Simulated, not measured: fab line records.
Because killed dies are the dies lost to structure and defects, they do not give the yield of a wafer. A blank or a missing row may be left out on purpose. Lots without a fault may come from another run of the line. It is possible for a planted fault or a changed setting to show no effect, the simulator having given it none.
What tool caused it?	flow n5_finfet	Sampling: 11 lots, 33 wafers, 3 of 1938 route steps

## WHAT EACH GAUGE READ, for each wafer
N5_ILD0_THK_MEAS_04.
lot	measured	on	thk_nm (nm)
L331	day 3 17:35	film_metro-01	196.1 197.3 196.8
L333	day 4 09:20	film_metro-02	197.3 197.9 198.4
L334	day 4 15:14	film_metro-02	196.1 196.9 198.4
L337	day 5 12:52	film_metro-02	197.5 195.9 196.6
L340	day 6 00:59	film_metro-02	197.2 197.5 198.1
L341	day 6 16:29	film_metro-02	197.4 196.6 197.2
L343	day 6 22:27	film_metro-01	199.3 197.6 197.1
L345	day 7 08:28	film_metro-01	196.9 197.5 197.7
L344	day 7 13:59	film_metro-01	197.0 199.3 196.5
L349	day 8 09:37	film_metro-01	196.0 196.4 197.6
L352	day 9 01:26	film_metro-02	198.3 198.2 198.3

N5_ILD0_INSPECT_06: inspects for defects (darkfield).
lot	measured	on	raw_defect_count
L331	day 3 21:09	defect_inspect-01	27 12 24
L333	day 4 12:54	defect_inspect-02	14 45 25
L334	day 4 19:04	defect_inspect-01	31 27 30
L337	day 5 16:37	defect_inspect-01	26 34 24
L340	day 6 04:32	defect_inspect-01	30 16 25
L341	day 6 20:06	defect_inspect-02	20 20 31
L343	day 7 02:01	defect_inspect-01	47 45 41
L345	day 7 12:02	defect_inspect-01	39 53 36
L344	day 7 17:32	defect_inspect-02	42 50 26
L349	day 8 13:34	defect_inspect-02	77 33 49
L352	day 9 05:00	defect_inspect-02	64 22 30

## WHAT TOOL EACH LOT RAN ON (gives the tool, then ch and the chambers of the sampled wafers, and finally the start)
lot	N5_SD_ACTIVATION_RTA_00
L331	rtp_anneal-02 ch 0, day 3 14:10
L333	rtp_anneal-01 ch 0, day 4 05:52
L334	rtp_anneal-01 ch 0, day 4 11:50
L337	rtp_anneal-02 ch 0, day 5 05:29
L340	rtp_anneal-01 ch 0, day 5 21:30
L341	rtp_anneal-01 ch 0, day 6 13:02
L343	rtp_anneal-02 ch 0, day 6 18:40
L345	rtp_anneal-02 ch 0, day 7 05:02
L344	rtp_anneal-01 ch 0, day 7 10:32
L349	rtp_anneal-02 ch 0, day 8 06:11
L352	rtp_anneal-01 ch 0, day 8 21:40
- N5_SD_ACTIVATION_RTA_00: time 0 s.

## AS READ BY THE TOOLS THEMSELVES (means over the sampled wafers that have a number; for cases with no such wafer, the mark the record gives instead)
N5_SD_ACTIVATION_RTA_00.
lot	tool	lamp_power_pct (%)	lamp_zone_3_pct (%)	lamp_zone_5_pct (%)	lamp_zone_6_pct (%)	wafer_temp_C_max
L331	rtp_anneal-02	9.01	8.953	8.944	8.873	976.0
L333	rtp_anneal-01	8.94	8.969	8.954	8.875	974.5
L334	rtp_anneal-01	8.98	8.954	8.949	8.883	976.8
L337	rtp_anneal-02	8.99	8.962	8.966	8.862	975.3
L340	rtp_anneal-01	9.00	8.938	8.962	8.885	975.0
L341	rtp_anneal-01	8.93	8.978	8.969	8.865	976.6
L343	rtp_anneal-02	8.98	8.957	8.967	8.877	974.7
L345	rtp_anneal-02	8.95	8.950	8.946	8.869	973.2
L344	rtp_anneal-01	8.97	8.924	8.949	8.883	975.7
L349	rtp_anneal-02	8.97	8.936	8.962	8.888	974.8
L352	rtp_anneal-01	8.94	8.946	8.954	8.879	974.5

## THE ANSWER, worked out from the rows above alone
Rule: what is usual is taken from the lots themselves. Put in order of their means at a reading, lots are off if they are a third of the lots or fewer, leave a main group of 4 or more, and stand apart from it by a gap of 3 or more times the standard deviation of the main group's means; of several such gaps the widest counts. If all means in a main group match to the digits the tables above print for the reading, that group is not used. A lot without any number at a reading at which 4 lots or more have one is off too. Any other lot the step has rows for is counted as sound. The gauges are gone through in route order, then the tools' own readings, and for those a lot's mean is taken as printed above. At the first step where some lot is off, the reading lying furthest off is the one used; lots without a number count as furthest.
No lot is off at any reading shown: from this, nothing can be told.

## WHAT WAS PUT IN BY THE SIMULATOR
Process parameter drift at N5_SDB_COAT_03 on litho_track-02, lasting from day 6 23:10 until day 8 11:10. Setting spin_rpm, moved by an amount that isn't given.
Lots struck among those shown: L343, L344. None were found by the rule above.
